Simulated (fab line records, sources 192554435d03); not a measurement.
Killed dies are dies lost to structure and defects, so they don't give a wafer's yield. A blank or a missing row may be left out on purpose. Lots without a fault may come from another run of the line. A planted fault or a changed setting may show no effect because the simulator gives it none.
Which tool did it? | flow n5_finfet | 24 lots, 72 wafers sampled, at 2 steps of a route of 1938

WHAT THE GAUGES READ, wafer by wafer
N5_BEOL_M1_OCD_MEAS_38. Usual: trench_depth_nm 55.5 nm, standard deviation 0.85.
lot  | measured     | on     | trench_depth_nm (nm) | flag
L074 | day 6 03:10  | ocd-01 | 55.3 55.2 54.8       |
L075 | day 6 13:46  | ocd-02 | 54.5 54.7 55.9       |
L076 | day 6 16:44  | ocd-01 | 55.2 55.2 56.2       |
L078 | day 6 22:40  | ocd-01 | 57.3 55.1 55.5       |
L077 | day 7 02:27  | ocd-01 | 55.5 54.7 54.8       |
L079 | day 7 10:13  | ocd-02 | 53.9 54.9 55.6       |
L080 | day 8 03:16  | ocd-02 | 55.4 55.5 54.5       |
L081 | day 8 06:08  | ocd-01 | 55.9 55.4 55.8       |
L082 | day 8 06:37  | ocd-01 | 55.2 55.3 55.8       |
L084 | day 8 13:26  | ocd-01 | 54.6 54.5 54.6       |
L083 | day 8 17:01  | ocd-01 | 54.7 54.8 55.6       |
L085 | day 8 22:30  | ocd-02 | 55.1 55.1 54.3       |
L086 | day 9 02:19  | ocd-01 | 55.1 55.8 55.7       |
L087 | day 9 08:38  | ocd-02 | 55.1 54.2 54.2       |
L088 | day 10 01:52 | ocd-01 | 55.4 55.2 56.7       |
L089 | day 10 03:22 | ocd-01 | 55.0 55.4 56.6       |
L090 | day 10 07:52 | ocd-01 | 54.3 55.2 54.4       |
L091 | day 10 08:17 | ocd-02 | 55.6 57.0 55.9       |
L092 | day 11 02:17 | ocd-01 | 55.6 55.7 55.4       |
L093 | day 11 06:11 | ocd-01 | 58.1 54.9 57.4       |
L095 | day 11 14:43 | ocd-02 | 54.4 54.3 54.3       |
L094 | day 11 14:49 | ocd-01 | 55.3 55.1 54.8       |
L097 | day 12 07:58 | ocd-01 | 55.6 57.4 55.5       |
L096 | day 12 11:43 | ocd-01 | 55.1 55.9 55.2       |

WHICH TOOL RAN EACH LOT (tool, then ch and the chambers of the sampled wafers, then the start)
lot  | N5_BEOL_M1_VIA_ETCH_34
L074 | rie_diel-01 ch 1,2, day 6 02:55
L075 | rie_diel-01 ch 1,2,3, day 6 13:31
L076 | rie_diel-03 ch 0,2,3, day 6 16:28
L078 | rie_diel-01 ch 0,1,3, day 6 22:25
L077 | rie_diel-03 ch 0,1,2, day 7 02:11
L079 | rie_diel-04 ch 0,2, day 7 09:58
L080 | rie_diel-01 ch 0,1, day 8 03:00
L081 | rie_diel-01 ch 1,2, day 8 05:52
L082 | rie_diel-03 ch 0,1, day 8 06:21
L084 | rie_diel-01 ch 0,2, day 8 13:11
L083 | rie_diel-03 ch 0,1,3, day 8 16:46
L085 | rie_diel-04 ch 0,2, day 8 22:14
L086 | rie_diel-04 ch 0,1,2, day 9 02:04
L087 | rie_diel-04 ch 0,1,2, day 9 08:23
L088 | rie_diel-01 ch 0,1,3, day 10 01:37
L089 | rie_diel-01 ch 0,1,3, day 10 03:06
L090 | rie_diel-01 ch 0,1,2, day 10 07:36
L091 | rie_diel-01 ch 1,2,3, day 10 08:01
L092 | rie_diel-01 ch 0,2, day 11 02:01
L093 | rie_diel-01 ch 0,3, day 11 05:56
L095 | rie_diel-04 ch 2,3, day 11 14:28
L094 | rie_diel-01 ch 0,2, day 11 14:34
L097 | rie_diel-01 ch 1,2,3, day 12 07:43
L096 | rie_diel-01 ch 0,1,2, day 12 11:28
- N5_BEOL_M1_VIA_ETCH_34: etches the open film in C4F6/O2, target depth 67.8 nm, time 64.4 s.

WHAT THE TOOLS THEMSELVES READ (means of the sampled wafers that have a number; where no wafer has one, the mark that the record gives instead)
N5_BEOL_M1_VIA_ETCH_34. Usual: bias_w 170.0 W, standard deviation 0.44; drypump_motor_current_A 5.6 A, standard deviation 0.37; oes_product_au 0.82 a.u., standard deviation 0.081; rf_vpp_V 669 V, standard deviation 6.3; showerhead_plenum_p_Torr 2.90 Torr, standard deviation 0.097; throttle_valve_pct 30.72 %, standard deviation 0.29.
lot  | tool        | bias_w (W) | drypump_motor_current_A (A) | oes_product_au (a.u.) | rf_vpp_V (V) | showerhead_plenum_p_Torr (Torr) | throttle_valve_pct (%) | flag
L074 | rie_diel-01 | 170.3      | 5.7                         | 0.77                  | 668          | 2.88                            | 30.71                  |
L075 | rie_diel-01 | 170.3      | 5.6                         | 0.83                  | 671          | 2.91                            | 30.62                  |
L076 | rie_diel-03 | 170.2      | 5.1                         | 0.81                  | 660          | 2.82                            | 30.99                  |
L078 | rie_diel-01 | 170.3      | 5.5                         | 0.90                  | 672          | 2.97                            | 30.59                  |
L077 | rie_diel-03 | 169.8      | 5.5                         | 0.82                  | 659          | 2.87                            | 30.93                  |
L079 | rie_diel-04 | 170.0      | 5.8                         | 0.69                  | 674          | 2.93                            | 30.94                  |
L080 | rie_diel-01 | 170.0      | 5.4                         | 0.87                  | 670          | 3.01                            | 30.65                  |
L081 | rie_diel-01 | 170.5      | 5.8                         | 0.81                  | 670          | 2.94                            | 30.44                  |
L082 | rie_diel-03 | 170.3      | 5.7                         | 0.81                  | 660          | 2.83                            | 30.84                  |
L084 | rie_diel-01 | 169.7      | 5.4                         | 0.75                  | 666          | 2.88                            | 30.96                  |
L083 | rie_diel-03 | 169.7      | 5.3                         | 0.81                  | 661          | 2.79                            | 30.92                  |
L085 | rie_diel-04 | 169.7      | 5.8                         | 0.69                  | 669          | 2.92                            | 30.96                  |
L086 | rie_diel-04 | 169.8      | 5.8                         | 0.73                  | 672          | 2.87                            | 30.77                  |
L087 | rie_diel-04 | 170.2      | 5.8                         | 0.73                  | 671          | 2.87                            | 30.77                  |
L088 | rie_diel-01 | 170.0      | 5.5                         | 0.85                  | 672          | 2.96                            | 30.60                  |
L089 | rie_diel-01 | 170.2      | 5.5                         | 0.85                  | 672          | 2.96                            | 30.61                  |
L090 | rie_diel-01 | 170.0      | 5.6                         | 0.90                  | 669          | 2.94                            | 30.60                  |
L091 | rie_diel-01 | 169.6      | 5.6                         | 0.90                  | 671          | 2.90                            | 30.54                  |
L092 | rie_diel-01 | 170.0      | 5.2                         | 0.87                  | 667          | 2.94                            | 30.86                  |
L093 | rie_diel-01 | 169.4      | 5.3                         | 0.84                  | 672          | 2.92                            | 30.80                  |
L095 | rie_diel-04 | 169.8      | 6.3                         | 0.70                  | 660          | 2.78                            | 30.90                  |
L094 | rie_diel-01 | 170.4      | 5.2                         | 0.87                  | 667          | 2.93                            | 30.85                  |
L097 | rie_diel-01 | 170.0      | 5.6                         | 0.86                  | 670          | 2.89                            | 30.56                  |
L096 | rie_diel-01 | 170.1      | 5.5                         | 0.86                  | 669          | 2.93                            | 30.62                  |

THE ANSWER, worked out from the rows above alone
Rule: a lot is off if the mean of its wafers that have a number lies more than 3 standard deviations from the usual mean. A lot without any number at a reading at which 4 lots or more have one is off too. The other lots that the step has rows for count as sound. The gauges are gone through in route order, then the tools' own readings, and for those a lot's mean is taken as printed above. The first step at which some lot is off is used, and at that step the reading that is off furthest; a lot without a number counts as furthest.
No lot is off at any reading shown: from this, nothing can be told.

WHAT THE SIMULATOR HAD PUT IN
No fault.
